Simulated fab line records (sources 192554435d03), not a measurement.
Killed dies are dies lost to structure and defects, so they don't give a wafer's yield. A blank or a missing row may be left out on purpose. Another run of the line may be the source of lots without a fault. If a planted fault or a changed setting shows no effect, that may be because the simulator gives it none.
Split-lot study :: flow n5-finfet :: 7 lots, 21 wafers read, on a route of 1938 steps

## THE SPLIT ITSELF
At N5_BEOL_M2_EXPOSE_08 (exposes mask M2), the setting dose-mj was moved away from the recipe's 41.25 on 5 of the 21 wafers read, by -4.9% to -4.5%. For the rest of the wafers, this setting stayed at what the recipe calls for.

## FROM THE SPLIT TO THE READING: what the file shows between them, 17 steps
- N5_BEOL_M2_PEB_09: peb time 60 s
- N5_BEOL_M2_DEVELOP_10: develop time 30 s
- N5_BEOL_M2_CD_MEAS_11: target cd 16.79 nm
- N5_BEOL_M2_DESCUM_16: chemistry O2, time 7 s
- N5_BEOL_M2_ETCH_74: etches underlayer in N2/H2, target depth 6.5 nm, time 5.2 s
- N5_BEOL_M2_ETCH_63: etches SiARC in CF4, target depth 15.6 nm, time 26 s
- N5_BEOL_M2_ETCH_64: etches SOC in N2/H2, target depth 75 nm, overetch 22.5 nm, time 121.9 s
- N5_BEOL_M2_STRIP_65: strips in N2/H2
- N5_BEOL_M2_STRIP_75: strips in N2/H2
- N5_BEOL_M2_STRIP_66: strips in CF4
- N5_BEOL_M2_HM_OPEN_17: chemistry Cl2/BCl3, target TiN, target depth 20 nm, overetch 6 nm
- N5_BEOL_M2_STRIP_19: strips in O2
- N5_BEOL_M2_CD_MEAS_18: pitch 36 nm, target cd 18 nm
- N5_BEOL_M2_COAT_67: time 60 s, resist thk 60 nm
- N5_BEOL_M2_COAT_68: time 60 s, resist thk 12 nm
- N5_BEOL_M2_PRECLEAN_42: cleans in residue remover, time 60 s
- N5_BEOL_M2_SRD_43: time 30 s

## THE READING
cd-nm, in nm, at N5_BEOL_M2_CD_MEAS_35 (target cd 18 nm, target cd y 22.2 nm). Fault-free wafers of this fab line usually give 17.8 nm, standard deviation 0.37 nm.

wafer: L075.1
tool, chamber at the split: euv-scanner-01, 0
dose-mj as run: 41.25
against the recipe: recipe
cd-nm, nm: 18.0
against lot-mates on the recipe: -

wafer: L075.2
tool, chamber at the split: euv-scanner-01, 0
dose-mj as run: 41.25
against the recipe: recipe
cd-nm, nm: 17.9
against lot-mates on the recipe: -

wafer: L075.5
tool, chamber at the split: euv-scanner-01, 0
dose-mj as run: 41.25
against the recipe: recipe
cd-nm, nm: 18.2
against lot-mates on the recipe: -

wafer: L080.1
tool, chamber at the split: euv-scanner-01, 0
dose-mj as run: 41.25
against the recipe: recipe
cd-nm, nm: 18.1
against lot-mates on the recipe: -

wafer: L080.5
tool, chamber at the split: euv-scanner-01, 0
dose-mj as run: 39.23
against the recipe: -4.9%
cd-nm, nm: 16.7
against lot-mates on the recipe: -1.4

wafer: L080.6
tool, chamber at the split: euv-scanner-01, 0
dose-mj as run: 39.23
against the recipe: -4.9%
cd-nm, nm: 16.8
against lot-mates on the recipe: -1.3

wafer: L082.1
tool, chamber at the split: euv-scanner-01, 0
dose-mj as run: 41.25
against the recipe: recipe
cd-nm, nm: 18.0
against lot-mates on the recipe: -

wafer: L082.3
tool, chamber at the split: euv-scanner-01, 0
dose-mj as run: 41.25
against the recipe: recipe
cd-nm, nm: 18.1
against lot-mates on the recipe: -

wafer: L082.4
tool, chamber at the split: euv-scanner-01, 0
dose-mj as run: 39.24
against the recipe: -4.9%
cd-nm, nm: 17.1
against lot-mates on the recipe: -0.9

wafer: L084.1
tool, chamber at the split: euv-scanner-02, 0
dose-mj as run: 41.25
against the recipe: recipe
cd-nm, nm: 17.8
against lot-mates on the recipe: -

wafer: L084.2
tool, chamber at the split: euv-scanner-02, 0
dose-mj as run: 41.25
against the recipe: recipe
cd-nm, nm: 17.8
against lot-mates on the recipe: -

wafer: L084.4
tool, chamber at the split: euv-scanner-02, 0
dose-mj as run: 41.25
against the recipe: recipe
cd-nm, nm: 17.6
against lot-mates on the recipe: -

wafer: L085.1
tool, chamber at the split: euv-scanner-01, 0
dose-mj as run: 41.25
against the recipe: recipe
cd-nm, nm: 17.2
against lot-mates on the recipe: -

wafer: L085.5
tool, chamber at the split: euv-scanner-01, 0
dose-mj as run: 41.25
against the recipe: recipe
cd-nm, nm: 17.5
against lot-mates on the recipe: -

wafer: L085.6
tool, chamber at the split: euv-scanner-01, 0
dose-mj as run: 41.25
against the recipe: recipe
cd-nm, nm: 17.5
against lot-mates on the recipe: -

wafer: L089.3
tool, chamber at the split: euv-scanner-01, 0
dose-mj as run: 41.25
against the recipe: recipe
cd-nm, nm: 17.4
against lot-mates on the recipe: -

wafer: L089.4
tool, chamber at the split: euv-scanner-01, 0
dose-mj as run: 41.25
against the recipe: recipe
cd-nm, nm: 17.6
against lot-mates on the recipe: -

wafer: L089.6
tool, chamber at the split: euv-scanner-01, 0
dose-mj as run: 41.25
against the recipe: recipe
cd-nm, nm: 17.9
against lot-mates on the recipe: -

wafer: L094.1
tool, chamber at the split: euv-scanner-02, 0
dose-mj as run: 39.38
against the recipe: -4.5%
cd-nm, nm: 17.0
against lot-mates on the recipe: -0.8

wafer: L094.4
tool, chamber at the split: euv-scanner-02, 0
dose-mj as run: 41.25
against the recipe: recipe
cd-nm, nm: 17.8
against lot-mates on the recipe: -

wafer: L094.6
tool, chamber at the split: euv-scanner-02, 0
dose-mj as run: 39.38
against the recipe: -4.5%
cd-nm, nm: 17.0
against lot-mates on the recipe: -0.8

THE FIT
A straight line over all 21 wafers: cd-nm changes by +0.181 nm for each +1% of dose-mj; r = +0.83; the points scatter about the line by 0.26 nm.
The same after taking each lot's own level away (the mean of its wafers on the recipe; 21 wafers): +0.223 nm for each +1%; r = +0.95; scatter 0.16 nm.
On that fit, the largest move of dose-mj shifts the reading by 1.1 nm.
The lots' own levels span 17.40 to 18.10 nm, that is 1.9 times the standard deviation above.
In other words, the slope is changed by the lot-to-lot level; the two fits disagree.
Check: for one of the wafers moved furthest among these (-4.9%), held out of the fit, the line's prediction against its lot-mates is -1.01 nm. It came out at -1.4 nm against them.

## THE WHOLE CHAIN: every reading that the file lists as answering this split, in the file's order
step: N5_BEOL_M2_CD_MEAS_11
what it does: target cd 16.79 nm
reading: cd-nm
change (the file's fit): +0.221 nm for each +1% of the setting
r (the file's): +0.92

step: N5_BEOL_M2_ETCH_74
what it does: etches underlayer in N2/H2, target depth 6.5 nm, time 5.2 s
reading: BEOL_M2.cd-offset-nm (the simulator's own value, which no gauge read)
change (the file's fit): +0.217 nm for each +1% of the setting
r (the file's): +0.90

step: N5_BEOL_M2_ETCH_64
what it does: etches SOC in N2/H2, target depth 75 nm, overetch 22.5 nm, time 121.9 s
reading: BEOL_M2.cd-offset-nm (the simulator's own value, which no gauge read)
change (the file's fit): +0.253 nm for each +1% of the setting
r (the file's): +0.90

step: N5_BEOL_M2_HM_OPEN_17
what it does: chemistry Cl2/BCl3, target TiN, target depth 20 nm, overetch 6 nm
reading: BEOL_M2.cd-offset-nm (the simulator's own value, which no gauge read)
change (the file's fit): +0.274 nm for each +1% of the setting
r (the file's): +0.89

step: N5_BEOL_M2_CD_MEAS_18
what it does: pitch 36 nm, target cd 18 nm
reading: cd-nm
change (the file's fit): +0.246 nm for each +1% of the setting
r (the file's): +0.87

step: N5_BEOL_M2_CD_MEAS_35
what it does: target cd 18 nm, target cd y 22.2 nm
reading: cd-nm
change (the file's fit): +0.215 nm for each +1% of the setting
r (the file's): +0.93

## THE FILE'S OWN FIT
cd-nm changes by +0.215 nm for each +1% of dose-mj, r = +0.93.
